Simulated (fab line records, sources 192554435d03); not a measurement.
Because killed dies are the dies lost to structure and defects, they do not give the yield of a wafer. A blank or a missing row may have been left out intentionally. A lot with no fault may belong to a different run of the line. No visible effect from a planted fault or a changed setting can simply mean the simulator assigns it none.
Problem report in the 8D (eight disciplines) form, filled by code -- flow n5-finfet -- the parts of the form that need people (team, actions taken, sign-off) are left out

1. THE ISSUE
Wafers without a fault read 25.05 nm, standard deviation 0.24; cd-nm at N5_DUMMY_GATE_CD_MEAS_15 reads a mean of 27.06 nm on 6 wafers belonging to 2 lots. That puts it +8.4 standard deviations away from the usual mean.
The step: target cd 25.8 nm.
Seen first at day 6 13:46 on cd-sem-01, wafer L261.1. The record holds 27 wafers of 9 lots with a number at this step. Rule for "out" (also "out of limits"): further than 4 standard deviations from the usual mean. Any other wafer with a number is counted as sound.

2. WHAT IT IS, AND WHAT IT ISN'T
question,is,is not
which readings at this step,cd-nm,-
which lots,"L261, L265","L248, L251, L253, L254, L255, L256, L263"
which wafers of those lots,all that have a number,-
read on which gauges,cd-sem-01,"cd-sem-02, cd-sem-03"
when,from day 6 13:46,up to then (18 sound wafers); but 3 sound wafers of L263 came after

3. SUSPECTS, AND WHAT RULES EACH OUT
Counting: a tool at a process step up to the reading stays a suspect if it ran every lot that is out and no sound lot after the first of them.
- the gauge at N5_DUMMY_GATE_CD_MEAS_15 is ruled out. All the wafers that are out were read on cd-sem-01, but those of them that N5_DUMMY_GATE_EXPOSE_12 has rows for are out there too, on other tools.
- vapor-etch-01 at N5_STI_FIN_REVEAL_RECESS_09 (chemistry HF/NH3, target SiO2, afs cycles 11, target depth 42.5 nm, sublimation time 60 s): kept. It ran every lot that is out, first L261 (day 6 02:20), and no sound lot after that; its last sound lot up to then is L251 (day 3 10:24).
- euv-scanner-02 at N5_DUMMY_GATE_EXPOSE_12 (exposes mask GATE, target cd 25 nm): kept. It ran every lot that is out, first L261 (day 6 13:38), and no sound lot after that; its last sound lot up to then is L256 (day 5 03:24). Its own readings are out on those wafers: exposure-dose-mJ-cm2.
Left after counting: vapor-etch-01 at N5_STI_FIN_REVEAL_RECESS_09, euv-scanner-02 at N5_DUMMY_GATE_EXPOSE_12.

4. THE CAUSE (what the simulator had put in)
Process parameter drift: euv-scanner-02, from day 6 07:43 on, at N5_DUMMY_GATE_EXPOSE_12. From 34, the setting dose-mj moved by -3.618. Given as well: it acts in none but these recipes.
Counting left 2 suspects, and this tool is among them.

5. THE EFFECT CHAIN, in route order
Each row: a reading whose mean over the struck wafers that have a number lies more than 3 standard deviations from the usual. Only readings whose record carries a usual standard deviation are examined. hours: median over the lots of the time between each lot's start at the first step of this table that gives one and its start at this step. sigmas: the change, counted in usual standard deviations.
hours,step,reading,usual,on struck wafers,change,sigmas
0,N5_DUMMY_GATE_EXPOSE_12,exposure-dose-mJ-cm2,34.15,31.02,-3.13,-21
0,N5_DUMMY_GATE_CD_MEAS_15,cd-nm,25.05 nm,27.06,+2.01,+8.4
1,N5_DUMMY_GATE_CD_MEAS_50,cd-nm,13.9 nm,15.8,+1.8,+4.7
1,N5_DUMMY_GATE_CD_MEAS_24,cd-nm,14.9 nm,16.9,+2.0,+4.5
120,N5_BEOL_M4_RC_MEAS_101,DIBL_N,36.9 mV/V,30.8,-6.1,-3.6
120,N5_BEOL_M4_RC_MEAS_101,DIBL_P,37.3 mV/V,28.7,-8.6,-3.7
120,N5_BEOL_M4_RC_MEAS_101,SS_N,71.6 mV/dec,69.7,-1.9,-3.2
220,N5_PASSIVATION_PROBE_49,defect-limited-yield,91.2 %,82.3,-8.9,-6.8
220,N5_PASSIVATION_PROBE_49,killed-at-front-end,41,142,+101,+8.4
220,N5_PASSIVATION_PROBE_49,killed-dies,104,208,+104,+6.5
220,N5_PASSIVATION_PROBE_49,killed-on-rim,14,53,+39,+9.2
220,N5_PASSIVATION_PROBE_49,sort-n-pass,1076,971,-105,-6.6
220,N5_PASSIVATION_PROBE_49,sort-yield-pct,91.2 %,82.3,-8.9,-6.8
Here are the process steps it includes:
- N5_DUMMY_GATE_EXPOSE_12: exposes mask GATE, target cd 25 nm.
- N5_PASSIVATION_PROBE_49

6. WHAT WOULD HAVE CAUGHT IT SOONER
The first out-of-limits reading at a measuring or inspecting step in this record came at day 6 13:46, 6 hours after the fault's start at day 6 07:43.
At N5_DUMMY_GATE_EXPOSE_12, the tool's own readings (exposure-dose-mJ-cm2) were out on each struck wafer the step has a row for, so an alarm limit on them would have fired on the first such wafer.
Lots out: 2; of these, L265 started N5_DUMMY_GATE_EXPOSE_12 on euv-scanner-02 after day 6 13:46. It would have been spared by a hold on the tool at that moment.
